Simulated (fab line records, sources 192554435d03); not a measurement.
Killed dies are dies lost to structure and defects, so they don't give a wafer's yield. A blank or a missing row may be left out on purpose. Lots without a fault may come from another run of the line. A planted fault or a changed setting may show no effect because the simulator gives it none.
A struck lot beside a sound one | flow n5_finfet | 14 steps out of a route of 1938
Sound: wafers L757.1, L757.4, L757.6. Struck: wafers L749.1, L749.2, L749.3. The cause comes at the end.
At each step with rows: each side's tool, then ch and its chambers, then its first start. Under that, the readings that differ: sound wafers | struck wafers | difference of the means | sigmas: that difference in standard deviations of wafers without a fault.
alike: readings whose means differ by less than 2 such deviations, and words and numbers that are the same on both sides. not compared: withheld readings, readings that some wafer has no value for, bounds like >300 that may hide the same value, and numbers for which the record gives no deviation and whose values overlap.
The two part at a step that has a row with sigmas, a row that says differs or no value, or rows on one side only. Numbers that don't overlap but have no deviation are shown without sigmas and don't part them. A reading that every wafer of one side lacks parts them only if that side has two wafers or more.

first, 9 steps without rows for these wafers: N5_BEOL_M0_CUTY_DESCUM_61 (chemistry O2, time 7.9 s); N5_BEOL_M0_CUTY_ETCH_62 (etches SiARC in CF4, time 58.5 s); N5_BEOL_M0_CUTY_ETCH_63 (etches SOC in N2/H2, target depth 82.7 nm, overetch 16.5 nm, time 124 s); N5_BEOL_M0_CUTY_STRIP_64 (strips in N2/H2); N5_BEOL_M0_ETCH_138 (etches SiCN in CH3F/O2, target depth 12 nm, time 31.6 s); N5_BEOL_M0_HM_OPEN_105 (chemistry Cl2/BCl3, target TiN, target depth 12 nm); N5_BEOL_M0_STRIP_140 (strips in CF4); N5_BEOL_M0_STRIP_104 (strips in N2/H2); N5_BEOL_M0_WET_ETCH_106 (etches SiO2 in DHF, target depth 130 nm, rinse time 30 s).
N5_BEOL_M0_ETCH_128: etches SiCN in CF4/N2, target depth 12 nm, overetch 5.1 nm, time 21.4 s.
  sound on rie_diel-01 ch 0,3, day 11 16:06; struck on rie_diel-06 ch 0,1,2, day 9 15:31
  no value came back on the struck wafers for any of 7 readings (bias_w (W), cf4_flow_sccm (sccm) and others); on the sound wafers bias_w (W) reads 69.92 69.69 70.03
  reading                                         | sound          | struck       | difference | sigmas
  model.SiCN_of_BEOL_M0_SAQP_PECVD_03.thk_nm (nm) | 0 0 0          | 8.4 8.4 8.6  | +8.5       |
  model.TiN_of_BEOL_M0_SAQP_HM_DEP_02.thk_nm (nm) | 10.8 10.8 10.8 | 11.8 12 12.2 | +1.2       |
  not compared: rf_hours_counter_h
N5_BEOL_M0_TRENCH_ETCH_107: etches SiOC in C4F6/O2, target depth 32.8 nm, time 16.4 s.
  sound on rie_diel-01 ch 0,3, day 11 16:08; struck on rie_diel-06 ch 0,1,2, day 9 15:34
  reading                                         | sound          | struck         | difference | sigmas
  oes_f_703_au (a.u.)                             | 0.67 0.72 0.72 | 0.91 0.79 0.90 | +0.16      | +2
  oes_o_777_au (a.u.)                             | 0.68 0.73 0.73 | 0.91 0.79 0.90 | +0.15      | +2
  oes_product_au (a.u.)                           | 0.66 0.69 0.69 | 0.95 0.77 0.87 | +0.18      | +2
  model.TiN_of_BEOL_M0_SAQP_HM_DEP_02.thk_nm (nm) | 9.6 9.4 9.4    | 10.6 10.6 10.8 | +1.2       |
  alike: C4F6_flow_sccm, O2_flow_sccm, drypump_motor_current_A, rf_vpp_V, showerhead_plenum_p_Torr, throttle_valve_pct
  not compared: rf_hours_counter_h
then, 1 step without rows for these wafers: N5_BEOL_M0_STRIP_142 (strips in N2/H2, time 10 s).
N5_BEOL_M4_RC_MEAS_101:
  the record has rows for the sound wafers here (prober-02 ch 0, day 13 21:35) and none for the struck ones
then, 1 step without rows for these wafers: N5_PASSIVATION_PROBE_49.

WHERE THEY PART
First at N5_BEOL_M0_ETCH_128; last, within this record, at N5_BEOL_M4_RC_MEAS_101.

WHY: what the simulator had put in
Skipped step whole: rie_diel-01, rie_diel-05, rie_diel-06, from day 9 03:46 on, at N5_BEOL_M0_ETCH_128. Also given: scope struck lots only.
